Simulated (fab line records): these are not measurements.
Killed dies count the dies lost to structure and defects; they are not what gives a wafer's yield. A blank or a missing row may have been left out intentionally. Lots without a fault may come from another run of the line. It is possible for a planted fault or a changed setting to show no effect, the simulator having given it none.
fab line records ; flow n5_finfet
[record] lots = 24; wafers = 72; last_day = 18
route steps=1938 shown MOL_CONTACT_COAG@528
lots that met no fault: from a run of the same line without faults
start_h: start of the lot's first displayed wafer, in hours after the record's first day ; wait_h: hours since the lot's step before ; " as in the row above ; L1.1+2: a row that stands for several wafers ; - no value, or no start given ; * or withheld: withheld ; < > ~ a bound
route shown NAME@n: a module of which the file shows steps, and the number in the route of the first ; usual: the fault-free wafers' mean and standard deviation ; same: alike in all rows ; chamber/n: place in a boat ; sites: readings site by site ; _std_site: how widely they spread, as a standard deviation ; _edge_site: mean of outer sites minus mean of inner sites ; radius_mm: how far each site lies from the wafer's centre ; mask NAME#n: copy n ; behind: the last tool/chamber to shape the wafer ; hold: the reason the lot was held/the length of the hold in hours/how it ended ; device: which transistor (n, p or np) failed to switch ; end of line: tests run on the same wafers once the route is complete ; step lacking rows: just its recipe ; killed: count of dies lost to structure and defects at first sort (not the wafer's yield) ; map: the dies of a wafer, with x for killed, . for not killed, _ for no die there
set.NAME: the setting as run; set.NAME@STEP: as run at that earlier step ; model.NAME: the simulator's own value behind a step, which no gauge read
one table for each step of the route and one row for each wafer, over a sample of lots
services: the hour from which a tool's chamber was out of use, counted from the record's first day as start_h (under 0 if before that day), plus the number of hours and why
[[steps]]
[step N5_MOL_CONTACT_COAG_INSPECT_10]
[recipe] mode = adi; inspect_instrument = brightfield
[usual] raw_defect_count = 71/30
lot.wafer;tool;chamber;start_h;wait_h;raw_defect_count
L074.2;defect_inspect-02;-;87.20;0.0;77
L074.5;defect_inspect-02;-;87.20;0.0;78
L074.6;defect_inspect-02;-;87.20;0.0;78
L075.3;defect_inspect-01;-;91.43;0.0;57
L075.4;defect_inspect-01;-;91.43;0.0;65
L075.6;defect_inspect-01;-;91.43;0.0;74
L076.1;defect_inspect-01;-;98.81;0.1;39
L076.3;defect_inspect-01;-;98.81;0.1;35
L076.5;defect_inspect-01;-;98.81;0.1;33
L077.1;defect_inspect-02;-;107.30;0.1;66
L077.2;defect_inspect-02;-;107.30;0.1;64
L077.3;defect_inspect-02;-;107.30;0.1;79
L078.1;defect_inspect-02;-;114.16;0.1;24
L078.5;defect_inspect-02;-;114.16;0.1;37
L078.6;defect_inspect-02;-;114.16;0.1;43
L079.3;defect_inspect-02;-;116.59;0.0;53
L079.5;defect_inspect-02;-;116.59;0.0;65
L079.6;defect_inspect-02;-;116.59;0.0;34
L080.3;defect_inspect-01;-;124.17;0.0;69
L080.4;defect_inspect-01;-;124.17;0.0;79
L080.6;defect_inspect-01;-;124.17;0.0;59
L081.3;defect_inspect-02;-;127.60;0.0;73
L081.4;defect_inspect-02;-;127.60;0.0;96
L081.5;defect_inspect-02;-;127.60;0.0;55
L082.2;defect_inspect-01;-;134.29;0.0;70
L082.3;defect_inspect-01;-;134.29;0.0;80
L082.6;defect_inspect-01;-;134.29;0.0;104
L083.2;defect_inspect-01;-;140.06;0.1;84
L083.5;defect_inspect-01;-;140.06;0.1;37
L083.6;defect_inspect-01;-;140.06;0.1;54
L084.1;defect_inspect-01;-;151.40;0.1;145
L084.3;defect_inspect-01;-;151.40;0.1;61
L084.5;defect_inspect-01;-;151.40;0.1;84
L085.1;defect_inspect-02;-;159.09;0.1;98
L085.3;defect_inspect-02;-;159.09;0.1;81
L085.4;defect_inspect-02;-;159.09;0.1;38
L086.2;defect_inspect-02;-;168.99;0.0;37
L086.4;defect_inspect-02;-;168.99;0.0;40
L086.5;defect_inspect-02;-;168.99;0.0;39
L087.1;defect_inspect-02;-;186.76;0.1;68
L087.4;defect_inspect-02;-;186.76;0.1;86
L087.5;defect_inspect-02;-;186.76;0.1;105
L088.2;defect_inspect-01;-;189.00;0.0;62
L088.5;defect_inspect-01;-;189.00;0.0;104
L088.6;defect_inspect-01;-;189.00;0.0;74
L089.1;defect_inspect-01;-;190.34;0.1;31
L089.4;defect_inspect-01;-;190.34;0.1;50
L089.6;defect_inspect-01;-;190.34;0.1;31
L090.2;defect_inspect-02;-;194.05;0.0;87
L090.4;defect_inspect-02;-;194.05;0.0;103
L090.5;defect_inspect-02;-;194.05;0.0;57
L091.2;defect_inspect-01;-;195.93;0.0;82
L091.5;defect_inspect-01;-;195.93;0.0;56
L091.6;defect_inspect-01;-;195.93;0.0;110
L092.4;defect_inspect-02;-;196.67;0.0;37
L092.5;defect_inspect-02;-;196.67;0.0;24
L092.6;defect_inspect-02;-;196.67;0.0;38
L093.1;defect_inspect-02;-;204.54;0.1;105
L093.2;defect_inspect-02;-;204.54;0.1;76
L093.6;defect_inspect-02;-;204.54;0.1;74
L094.1;defect_inspect-01;-;207.66;0.1;51
L094.4;defect_inspect-01;-;207.66;0.1;40
L094.5;defect_inspect-01;-;207.66;0.1;36
L095.1;defect_inspect-01;-;224.62;0.1;79
L095.3;defect_inspect-01;-;224.62;0.1;85
L095.4;defect_inspect-01;-;224.62;0.1;107
L096.3;defect_inspect-02;-;224.67;0.0;61
L096.4;defect_inspect-02;-;224.67;0.0;48
L096.6;defect_inspect-02;-;224.67;0.0;83
L097.2;defect_inspect-01;-;233.94;0.0;66
L097.3;defect_inspect-01;-;233.94;0.0;170
L097.5;defect_inspect-01;-;233.94;0.0;54
[step N5_MOL_CONTACT_COAG_CO_FILL_22]
[recipe] material = Co; target_thk_a = 200; temp_c = 200; precursor = CCTBA/H2; pressure_torr = 30
[usual] heater_power_w = 238/16; susceptor_temp_C = 199.99/0.14
lot.wafer;tool;chamber;start_h;wait_h;heater_power_w;susceptor_temp_C
L074.2;cvd_co-01;1;93.64;0.1;242;199.75
L074.5;cvd_co-01;2;93.64;0.1;251;200.05
L074.6;cvd_co-01;0;93.64;0.1;251;200.14
L075.3;cvd_co-02;2;94.45;0.2;213;200.14
L075.4;cvd_co-02;1;94.45;0.2;243;199.82
L075.6;cvd_co-02;0;94.45;0.2;233;200.11
L076.1;cvd_co-02;2;102.71;0.1;213;199.91
L076.3;cvd_co-02;0;102.71;0.1;237;199.91
L076.5;cvd_co-02;1;102.71;0.1;257;199.58
L077.1;cvd_co-02;0;110.92;0.1;236;200.14
L077.2;cvd_co-02;2;110.92;0.1;214;199.90
L077.3;cvd_co-02;1;110.92;0.1;246;199.92
L078.1;cvd_co-02;0;117.49;0.1;235;199.89
L078.5;cvd_co-02;0;117.49;0.1;236;199.98
L078.6;cvd_co-02;1;117.49;0.1;250;200.12
L079.3;cvd_co-02;0;119.38;0.1;237;199.93
L079.5;cvd_co-02;0;119.38;0.1;237;199.84
L079.6;cvd_co-02;1;119.38;0.1;249;199.95
L080.3;cvd_co-02;2;127.52;0.1;212;199.84
L080.4;cvd_co-02;2;127.52;0.1;210;199.88
L080.6;cvd_co-02;1;127.52;0.1;255;200.07
L081.3;cvd_co-01;2;131.56;0.4;266;200.03
L081.4;cvd_co-01;0;131.56;0.4;243;199.86
L081.5;cvd_co-01;0;131.56;0.4;249;199.91
L082.2;cvd_co-02;2;138.56;0.1;216;200.28
L082.3;cvd_co-02;0;138.56;0.1;243;200.23
L082.6;cvd_co-02;2;138.56;0.1;210;199.99
L083.2;cvd_co-02;0;142.58;0.1;238;199.96
L083.5;cvd_co-02;2;142.58;0.1;210;199.92
L083.6;cvd_co-02;0;142.58;0.1;235;199.82
L084.1;cvd_co-02;2;155.65;0.1;212;199.97
L084.3;cvd_co-02;2;155.65;0.1;213;199.84
L084.5;cvd_co-02;0;155.65;0.1;239;199.96
L085.1;cvd_co-01;2;162.44;0.1;254;199.69
L085.3;cvd_co-01;0;162.44;0.1;251;200.19
L085.4;cvd_co-01;1;162.44;0.1;229;199.82
L086.2;cvd_co-02;0;175.26;0.1;240;199.93
L086.4;cvd_co-02;2;175.26;0.1;216;200.02
L086.5;cvd_co-02;0;175.26;0.1;239;199.91
L087.1;cvd_co-02;2;190.80;0.1;215;200.17
L087.4;cvd_co-02;2;190.80;0.1;212;200.04
L087.5;cvd_co-02;0;190.80;0.1;233;200.27
L088.2;cvd_co-01;0;191.65;0.1;251;199.97
L088.5;cvd_co-01;1;191.65;0.1;228;199.83
L088.6;cvd_co-01;0;191.65;0.1;251;199.84
L089.1;cvd_co-01;2;192.77;0.1;261;199.87
L089.4;cvd_co-01;0;192.77;0.1;254;199.93
L089.6;cvd_co-01;1;192.77;0.1;229;199.94
L090.2;cvd_co-02;1;196.18;0.1;253;200.23
L090.4;cvd_co-02;2;196.18;0.1;210;199.79
L090.5;cvd_co-02;0;196.18;0.1;241;199.90
L091.2;cvd_co-02;2;198.97;0.1;218;199.92
L091.5;cvd_co-02;2;198.97;0.1;213;200.15
L091.6;cvd_co-02;0;198.97;0.1;235;199.91
L092.4;cvd_co-01;2;199.61;0.5;260;200.08
L092.5;cvd_co-01;1;199.61;0.5;225;200.14
L092.6;cvd_co-01;0;199.61;0.5;254;200.03
L093.1;cvd_co-01;1;206.59;0.1;228;199.97
L093.2;cvd_co-01;2;206.59;0.1;250;199.95
L093.6;cvd_co-01;1;206.59;0.1;219;199.95
L094.1;cvd_co-02;1;210.60;0.1;257;200.07
L094.4;cvd_co-02;1;210.60;0.1;256;199.74
L094.5;cvd_co-02;0;210.60;0.1;239;199.95
L095.1;cvd_co-01;0;227.13;0.1;250;200.16
L095.3;cvd_co-01;2;227.13;0.1;256;200.12
L095.4;cvd_co-01;2;227.13;0.1;258;200.03
L096.3;cvd_co-02;2;227.60;0.1;212;200.10
L096.4;cvd_co-02;0;227.60;0.1;239;200.03
L096.6;cvd_co-02;1;227.60;0.1;247;200.10
L097.2;cvd_co-02;1;236.59;0.1;257;199.70
L097.3;cvd_co-02;2;236.59;0.1;214;199.90
L097.5;cvd_co-02;0;236.59;0.1;238;199.90
[step N5_MOL_CONTACT_COAG_PRE_CLEAN_142]
[recipe] gas = H2/He; time_s = 60; temp_c = 300
[usual] heater_power_w = 485/23; susceptor_temp_C = 300.03/0.18
lot.wafer;tool;chamber;start_h;wait_h;heater_power_w;susceptor_temp_C
L075.3;pvd_sputter-02;-;96.74;1.2;465;299.90
L075.4;pvd_sputter-02;-;96.74;1.2;480;300.12
L075.6;pvd_sputter-02;-;96.74;1.2;499;299.66
L074.2;pvd_sputter-03;-;96.80;2.0;536;300.04
L074.5;pvd_sputter-03;-;96.80;2.0;509;300.20
L074.6;pvd_sputter-03;-;96.80;2.0;449;299.88
L076.1;pvd_sputter-02;-;105.41;1.8;463;299.75
L076.3;pvd_sputter-02;-;105.41;1.8;491;300.15
L076.5;pvd_sputter-02;-;105.41;1.8;494;299.96
L077.1;pvd_sputter-03;-;113.33;1.6;536;300.06
L077.2;pvd_sputter-03;-;113.33;1.6;485;299.77
L077.3;pvd_sputter-03;-;113.33;1.6;466;300.05
L078.1;pvd_sputter-02;-;120.08;1.8;484;299.77
L078.5;pvd_sputter-02;-;120.08;1.8;492;300.26
L078.6;pvd_sputter-02;-;120.08;1.8;499;300.01
L079.3;pvd_sputter-02;-;120.98;0.5;490;299.67
L079.5;pvd_sputter-02;-;120.98;0.5;493;299.80
L079.6;pvd_sputter-02;-;120.98;0.5;463;299.96
L080.3;pvd_sputter-02;-;130.92;2.3;473;300.48
L080.4;pvd_sputter-02;-;130.92;2.3;502;300.42
L080.6;pvd_sputter-02;-;130.92;2.3;492;300.02
L081.3;pvd_sputter-01;-;133.66;1.0;470;300.23
L081.4;pvd_sputter-01;-;133.66;1.0;526;299.97
L081.5;pvd_sputter-01;-;133.66;1.0;481;300.09
L082.2;pvd_sputter-01;-;141.42;2.0;460;300.32
L082.3;pvd_sputter-01;-;141.42;2.0;531;299.96
L082.6;pvd_sputter-01;-;141.42;2.0;470;300.38
L083.2;pvd_sputter-03;-;145.85;2.4;471;299.84
L083.5;pvd_sputter-03;-;145.85;2.4;468;300.12
L083.6;pvd_sputter-03;-;145.85;2.4;491;300.05
L084.1;pvd_sputter-01;-;159.36;2.7;473;300.15
L084.3;pvd_sputter-01;-;159.36;2.7;477;299.81
L084.5;pvd_sputter-01;-;159.36;2.7;472;300.43
L085.1;pvd_sputter-03;-;164.55;1.3;536;299.61
L085.3;pvd_sputter-03;-;164.55;1.3;486;299.88
L085.4;pvd_sputter-03;-;164.55;1.3;505;300.14
L086.2;pvd_sputter-03;-;177.42;1.2;467;300.18
L086.4;pvd_sputter-03;-;177.42;1.2;443;300.24
L086.5;pvd_sputter-03;-;177.42;1.2;493;299.80
L087.1;pvd_sputter-03;-;194.63;3.1;484;299.81
L087.4;pvd_sputter-03;-;194.63;3.1;521;299.96
L087.5;pvd_sputter-03;-;194.63;3.1;485;300.23
L088.2;pvd_sputter-03;-;195.01;2.4;522;300.21
L088.5;pvd_sputter-03;-;195.01;2.4;464;299.88
L088.6;pvd_sputter-03;-;195.01;2.4;522;300.01
L089.1;pvd_sputter-01;-;195.26;1.6;475;299.94
L089.4;pvd_sputter-01;-;195.26;1.6;459;299.67
L089.6;pvd_sputter-01;-;195.26;1.6;533;300.22
L090.2;pvd_sputter-01;-;198.50;1.4;471;299.81
L090.4;pvd_sputter-01;-;198.50;1.4;473;300.10
L090.5;pvd_sputter-01;-;198.50;1.4;467;300.08
L091.2;pvd_sputter-02;-;200.67;0.6;493;299.92
L091.5;pvd_sputter-02;-;200.67;0.6;484;300.16
L091.6;pvd_sputter-02;-;200.67;0.6;467;300.13
L092.4;pvd_sputter-01;-;200.95;0.3;540;300.09
L092.5;pvd_sputter-01;-;200.95;0.3;481;300.32
L092.6;pvd_sputter-01;-;200.95;0.3;466;299.91
L093.1;pvd_sputter-03;-;209.58;1.7;482;300.00
L093.2;pvd_sputter-03;-;209.58;1.7;470;299.85
L093.6;pvd_sputter-03;-;209.58;1.7;469;300.07
L094.1;pvd_sputter-02;-;213.20;1.8;464;299.85
L094.4;pvd_sputter-02;-;213.20;1.8;498;300.03
L094.5;pvd_sputter-02;-;213.20;1.8;482;299.90
L095.1;pvd_sputter-03;-;229.14;1.3;528;299.94
L095.3;pvd_sputter-03;-;229.14;1.3;485;300.08
L095.4;pvd_sputter-03;-;229.14;1.3;469;300.07
L096.3;pvd_sputter-02;-;229.46;0.6;489;300.27
L096.4;pvd_sputter-02;-;229.46;0.6;489;300.30
L096.6;pvd_sputter-02;-;229.46;0.6;477;300.10
L097.2;pvd_sputter-02;-;238.96;1.4;500;299.91
L097.3;pvd_sputter-02;-;238.96;1.4;506;300.06
L097.5;pvd_sputter-02;-;238.96;1.4;496;300.03
[step N5_MOL_CONTACT_COAG_CMP_23]
[recipe] stop_on = SiO2; t_overpolish_s = 1.5; post_cmp_clean = cu_alkaline; down_force_psi = 2; platen_rpm = 50.289; pad_velocity_m_s = 1.0006; target_thk_nm = 0
[usual] motor_current_A = 8.1/0.65; overpolish_run_s = 1.500/0.0095; pad_life_wafers = 919/430; time_to_endpoint_s = 8.3/2.8
lot.wafer;tool;chamber;start_h;wait_h;motor_current_A;overpolish_run_s;pad_life_wafers;time_to_endpoint_s
L075.3;cmp-03;2;97.01;0.1;7.3;1.507;709;3.8
L075.4;cmp-03;0;97.01;0.1;8.6;1.485;711;10.7
L075.6;cmp-03;1;97.01;0.1;8.2;1.503;-;6.5
L074.2;cmp-03;3;97.24;0.2;8.1;1.496;715;11.5
L074.5;cmp-03;2;97.24;0.2;7.7;1.505;-;6.7
L074.6;cmp-03;3;97.24;0.2;8.1;1.486;-;11.2
L076.1;cmp-03;2;105.65;0.0;7.6;1.498;780;1.1
L076.3;cmp-03;3;105.65;0.0;8.2;1.502;781;9.2
L076.5;cmp-03;2;105.65;0.0;7.3;1.504;-;2.7
L077.3;cmp-01;2;113.57;0.0;7.5;1.495;540;12.4
L077.2;cmp-01;3;113.57;0.0;9.3;1.494;541;14.2
L077.1;cmp-01;0;113.57;0.0;7.1;1.519;542;10.1
L078.1;cmp-03;0;120.43;0.1;8.7;1.494;867;7.2
L078.6;cmp-03;1;120.43;0.1;8.2;1.503;-;7.7
L078.5;cmp-03;2;120.43;0.1;7.9;1.496;-;7.1
L079.3;cmp-01;1;121.22;0.0;7.3;1.501;624;12.9
L079.6;cmp-01;1;121.22;0.0;7.0;1.489;-;9.8
L079.5;cmp-01;2;121.22;0.0;7.9;1.500;-;6.7
L080.4;cmp-04;2;131.23;0.1;6.8;1.489;44;7.1
L080.3;cmp-04;3;131.23;0.1;8.0;1.529;45;8.7
L080.6;cmp-04;1;131.23;0.1;7.7;1.512;-;6.0
L081.3;cmp-03;2;133.94;0.1;7.6;1.500;1009;8.0
L081.4;cmp-03;3;133.94;0.1;8.2;1.503;1010;10.0
L081.5;cmp-03;1;133.94;0.1;8.8;1.486;-;5.8
L082.3;cmp-03;3;141.70;0.1;8.3;1.493;1045;10.7
L082.2;cmp-03;0;141.70;0.1;8.7;1.487;1046;8.6
L082.6;cmp-03;2;141.70;0.1;7.2;1.499;-;5.3
L083.2;cmp-04;0;146.23;0.1;8.4;1.510;141;6.8
L083.5;cmp-04;1;146.23;0.1;7.7;1.500;-;6.4
L083.6;cmp-04;2;146.23;0.1;7.2;1.506;-;8.6
L084.1;cmp-03;2;159.60;0.0;8.1;1.500;1176;4.6
L084.3;cmp-03;0;159.60;0.0;8.9;1.499;1178;5.1
L084.5;cmp-03;3;159.60;0.0;8.7;1.502;-;7.6
L085.3;cmp-03;2;164.79;0.0;7.8;1.497;1224;5.9
L085.1;cmp-03;0;164.79;0.0;9.1;1.500;1226;8.6
L085.4;cmp-03;1;164.79;0.0;8.2;1.509;1227;5.0
L086.2;cmp-03;0;177.66;0.0;8.3;1.507;1296;5.8
L086.4;cmp-03;2;177.66;0.0;8.0;1.494;1298;3.9
L086.5;cmp-03;0;177.66;0.0;8.3;1.493;-;4.7
L087.4;cmp-03;1;194.87;0.0;8.2;1.510;1458;6.3
L087.1;cmp-03;3;194.87;0.0;8.7;1.483;1460;10.1
L087.5;cmp-03;1;194.87;0.0;8.3;1.499;-;7.7
L088.2;cmp-04;2;195.36;0.1;7.3;1.503;500;4.6
L088.5;cmp-04;0;195.36;0.1;8.6;1.489;-;9.3
L088.6;cmp-04;1;195.36;0.1;8.2;1.506;-;7.4
L089.1;cmp-01;3;195.54;0.1;9.5;1.499;1219;11.7
L089.4;cmp-01;0;195.54;0.1;7.0;1.494;1220;11.4
L089.6;cmp-01;3;195.54;0.1;9.4;1.516;-;12.8
L090.4;cmp-04;3;198.74;0.0;8.2;1.498;534;11.5
L090.2;cmp-04;0;198.74;0.0;8.0;1.491;535;8.5
L090.5;cmp-04;0;198.74;0.0;8.4;1.500;-;10.1
L091.2;cmp-03;3;200.99;0.1;8.2;1.496;1532;10.0
L091.5;cmp-03;1;200.99;0.1;8.8;1.502;-;4.2
L091.6;cmp-03;2;200.99;0.1;7.6;1.501;-;3.0
L092.4;cmp-04;0;201.20;0.0;8.6;1.487;582;9.9
L092.6;cmp-04;0;201.20;0.0;8.3;1.506;-;9.4
L092.5;cmp-04;1;201.20;0.0;7.7;1.509;-;7.6
L093.2;cmp-01;3;209.87;0.1;10.1;1.502;1291;10.3
L093.1;cmp-01;1;209.87;0.1;7.1;1.500;1293;10.5
L093.6;cmp-01;3;209.87;0.1;8.9;1.498;-;8.6
L094.1;cmp-04;3;213.44;0.0;7.6;1.495;672;12.6
L094.4;cmp-04;2;213.44;0.0;7.5;1.517;675;8.3
L094.5;cmp-04;3;213.44;0.0;8.2;1.489;-;12.1
L095.3;cmp-03;0;229.38;0.0;8.5;1.494;1758;8.1
L095.4;cmp-03;1;229.38;0.0;8.7;1.495;1759;8.6
L095.1;cmp-03;2;229.38;0.0;7.6;1.494;1760;6.9
L096.4;cmp-01;3;229.74;0.1;9.9;1.516;1447;12.9
L096.3;cmp-01;0;229.74;0.1;7.3;1.491;1448;11.3
L096.6;cmp-01;2;229.74;0.1;7.9;1.485;-;13.3
L097.3;cmp-04;3;239.24;0.1;7.6;1.498;883;10.3
L097.2;cmp-04;0;239.24;0.1;8.5;1.503;884;7.3
L097.5;cmp-04;2;239.24;0.1;7.6;1.502;-;8.4
[step N5_MOL_CONTACT_COAG_INSPECT_57]
[recipe] mode = adi; inspect_instrument = brightfield
[usual] raw_defect_count = 200/51
lot.wafer;tool;chamber;start_h;wait_h;raw_defect_count
L075.3;defect_inspect-02;-;101.27;0.0;132
L075.4;defect_inspect-02;-;101.27;0.0;258
L075.6;defect_inspect-02;-;101.27;0.0;238
L074.2;defect_inspect-01;-;101.85;0.0;124
L074.5;defect_inspect-01;-;101.85;0.0;198
L074.6;defect_inspect-01;-;101.85;0.0;169
L076.1;defect_inspect-02;-;109.48;0.1;286
L076.3;defect_inspect-02;-;109.48;0.1;265
L076.5;defect_inspect-02;-;109.48;0.1;251
L077.1;defect_inspect-01;-;117.27;0.1;138
L077.2;defect_inspect-01;-;117.27;0.1;126
L077.3;defect_inspect-01;-;117.27;0.1;173
L078.1;defect_inspect-02;-;125.47;0.1;200
L078.5;defect_inspect-02;-;125.47;0.1;236
L078.6;defect_inspect-02;-;125.47;0.1;138
L079.3;defect_inspect-01;-;125.65;0.0;129
L079.5;defect_inspect-01;-;125.65;0.0;161
L079.6;defect_inspect-01;-;125.65;0.0;147
L080.3;defect_inspect-01;-;134.98;0.0;298
L080.4;defect_inspect-01;-;134.98;0.0;246
L080.6;defect_inspect-01;-;134.98;0.0;181
L081.3;defect_inspect-01;-;137.78;0.0;191
L081.4;defect_inspect-01;-;137.78;0.0;120
L081.5;defect_inspect-01;-;137.78;0.0;215
L082.2;defect_inspect-02;-;145.31;0.0;203
L082.3;defect_inspect-02;-;145.31;0.0;167
L082.6;defect_inspect-02;-;145.31;0.0;146
L083.2;defect_inspect-01;-;150.21;0.0;207
L083.5;defect_inspect-01;-;150.21;0.0;150
L083.6;defect_inspect-01;-;150.21;0.0;162
L084.1;defect_inspect-01;-;163.49;0.1;288
L084.3;defect_inspect-01;-;163.49;0.1;173
L084.5;defect_inspect-01;-;163.49;0.1;240
L085.1;defect_inspect-02;-;168.63;0.1;270
L085.3;defect_inspect-02;-;168.63;0.1;237
L085.4;defect_inspect-02;-;168.63;0.1;187
L086.2;defect_inspect-01;-;182.80;0.0;103
L086.4;defect_inspect-01;-;182.80;0.0;155
L086.5;defect_inspect-01;-;182.80;0.0;180
L087.1;defect_inspect-01;-;199.57;0.1;149
L087.4;defect_inspect-01;-;199.57;0.1;237
L087.5;defect_inspect-01;-;199.57;0.1;221
L088.2;defect_inspect-02;-;199.92;0.0;236
L088.5;defect_inspect-02;-;199.92;0.0;248
L088.6;defect_inspect-02;-;199.92;0.0;234
L089.1;defect_inspect-01;-;200.40;0.1;133
L089.4;defect_inspect-01;-;200.40;0.1;175
L089.6;defect_inspect-01;-;200.40;0.1;196
L090.2;defect_inspect-02;-;202.53;0.0;163
L090.4;defect_inspect-02;-;202.53;0.0;260
L090.5;defect_inspect-02;-;202.53;0.0;186
L091.2;defect_inspect-01;-;205.01;0.0;173
L091.5;defect_inspect-01;-;205.01;0.0;217
L091.6;defect_inspect-01;-;205.01;0.0;227
L092.4;defect_inspect-02;-;205.92;0.0;196
L092.5;defect_inspect-02;-;205.92;0.0;285
L092.6;defect_inspect-02;-;205.92;0.0;254
L093.1;defect_inspect-01;-;214.39;0.3;148
L093.2;defect_inspect-01;-;214.39;0.3;158
L093.6;defect_inspect-01;-;214.39;0.3;211
L094.1;defect_inspect-02;-;218.77;0.1;291
L094.4;defect_inspect-02;-;218.77;0.1;190
L094.5;defect_inspect-02;-;218.77;0.1;193
L095.1;defect_inspect-01;-;233.16;0.1;199
L095.3;defect_inspect-01;-;233.16;0.1;209
L095.4;defect_inspect-01;-;233.16;0.1;223
L096.3;defect_inspect-02;-;234.23;0.0;206
L096.4;defect_inspect-02;-;234.23;0.0;202
L096.6;defect_inspect-02;-;234.23;0.0;289
L097.2;defect_inspect-02;-;243.07;0.0;152
L097.3;defect_inspect-02;-;243.07;0.0;294
L097.5;defect_inspect-02;-;243.07;0.0;229
[step N5_MOL_CONTACT_COAG_INSPECT_42]
[recipe] mode = adi; inspect_instrument = brightfield
[usual] raw_defect_count = 203/51
lot.wafer;tool;chamber;start_h;wait_h;raw_defect_count
L075.3;defect_inspect-02;-;102.91;0.0;146
L075.4;defect_inspect-02;-;102.91;0.0;276
L075.6;defect_inspect-02;-;102.91;0.0;232
L074.2;defect_inspect-01;-;103.10;0.0;127
L074.5;defect_inspect-01;-;103.10;0.0;195
L074.6;defect_inspect-01;-;103.10;0.0;159
L076.1;defect_inspect-01;-;111.02;0.1;254
L076.3;defect_inspect-01;-;111.02;0.1;236
L076.5;defect_inspect-01;-;111.02;0.1;206
L077.1;defect_inspect-01;-;118.53;0.1;131
L077.2;defect_inspect-01;-;118.53;0.1;105
L077.3;defect_inspect-01;-;118.53;0.1;184
L078.1;defect_inspect-02;-;126.72;0.1;191
L078.5;defect_inspect-02;-;126.72;0.1;223
L078.6;defect_inspect-02;-;126.72;0.1;153
L079.3;defect_inspect-01;-;127.02;0.0;144
L079.5;defect_inspect-01;-;127.02;0.0;160
L079.6;defect_inspect-01;-;127.02;0.0;135
L080.3;defect_inspect-02;-;136.35;0.0;344
L080.4;defect_inspect-02;-;136.35;0.0;283
L080.6;defect_inspect-02;-;136.35;0.0;209
L081.3;defect_inspect-02;-;139.23;0.0;220
L081.4;defect_inspect-02;-;139.23;0.0;146
L081.5;defect_inspect-02;-;139.23;0.0;255
L082.2;defect_inspect-01;-;146.94;0.0;171
L082.3;defect_inspect-01;-;146.94;0.0;169
L082.6;defect_inspect-01;-;146.94;0.0;143
L083.2;defect_inspect-01;-;151.46;0.0;194
L083.5;defect_inspect-01;-;151.46;0.0;149
L083.6;defect_inspect-01;-;151.46;0.0;170
L084.1;defect_inspect-01;-;165.59;0.1;288
L084.3;defect_inspect-01;-;165.59;0.1;161
L084.5;defect_inspect-01;-;165.59;0.1;243
L085.1;defect_inspect-02;-;171.15;0.1;291
L085.3;defect_inspect-02;-;171.15;0.1;223
L085.4;defect_inspect-02;-;171.15;0.1;185
L086.2;defect_inspect-02;-;184.57;0.0;122
L086.4;defect_inspect-02;-;184.57;0.0;196
L086.5;defect_inspect-02;-;184.57;0.0;210
L087.1;defect_inspect-01;-;201.95;0.1;146
L087.4;defect_inspect-01;-;201.95;0.1;254
L087.5;defect_inspect-01;-;201.95;0.1;221
L088.2;defect_inspect-02;-;202.85;0.0;250
L088.5;defect_inspect-02;-;202.85;0.0;227
L088.6;defect_inspect-02;-;202.85;0.0;243
L089.1;defect_inspect-02;-;203.03;0.1;170
L089.4;defect_inspect-02;-;203.03;0.1;200
L089.6;defect_inspect-02;-;203.03;0.1;237
L090.2;defect_inspect-02;-;204.95;0.0;154
L090.4;defect_inspect-02;-;204.95;0.0;269
L090.5;defect_inspect-02;-;204.95;0.0;176
L091.2;defect_inspect-02;-;208.19;0.0;172
L091.5;defect_inspect-02;-;208.19;0.0;257
L091.6;defect_inspect-02;-;208.19;0.0;260
L092.4;defect_inspect-02;-;208.90;0.0;185
L092.5;defect_inspect-02;-;208.90;0.0;309
L092.6;defect_inspect-02;-;208.90;0.0;235
L093.1;defect_inspect-01;-;218.56;0.1;159
L093.2;defect_inspect-01;-;218.56;0.1;153
L093.6;defect_inspect-01;-;218.56;0.1;218
L094.1;defect_inspect-01;-;220.15;0.1;260
L094.4;defect_inspect-01;-;220.15;0.1;173
L094.5;defect_inspect-01;-;220.15;0.1;179
L095.1;defect_inspect-01;-;234.69;0.1;181
L095.3;defect_inspect-01;-;234.69;0.1;197
L095.4;defect_inspect-01;-;234.69;0.1;197
L096.3;defect_inspect-01;-;235.58;0.0;191
L096.4;defect_inspect-01;-;235.58;0.0;188
L096.6;defect_inspect-01;-;235.58;0.0;254
L097.2;defect_inspect-02;-;244.50;0.0;164
L097.3;defect_inspect-02;-;244.50;0.0;287
L097.5;defect_inspect-02;-;244.50;0.0;211
[[services]]
tool;chamber;start_h;hours;kind
pvd_sputter-01;-;70.44;1.0;repair
cmp-03;-;78.14;0.2;repair
cmp-03;-;99.29;1.0;repair
cmp-04;-;111.77;0.6;repair
cmp-03;-;112.91;4.7;repair
cvd_co-01;1;114.73;-;clean
cvd_co-01;1;114.73;22.0;scheduled_down
cvd_co-01;1;114.73;22.0;vent_cycle
cmp-04;-;116.44;4.0;pm
cmp-04;-;120.44;-;consumable_replace:conditioner
cmp-04;-;120.44;-;consumable_replace:pad
cmp-04;-;124.14;4.6;pm
cmp-01;-;179.60;0.8;repair
cmp-04;-;190.60;2.6;repair
cmp-01;-;197.94;6.9;pm
cvd_co-01;0;203.85;11.4;repair
cmp-03;-;220.94;0.8;repair
cmp-03;-;233.89;0.3;repair
[[key]]
fault none
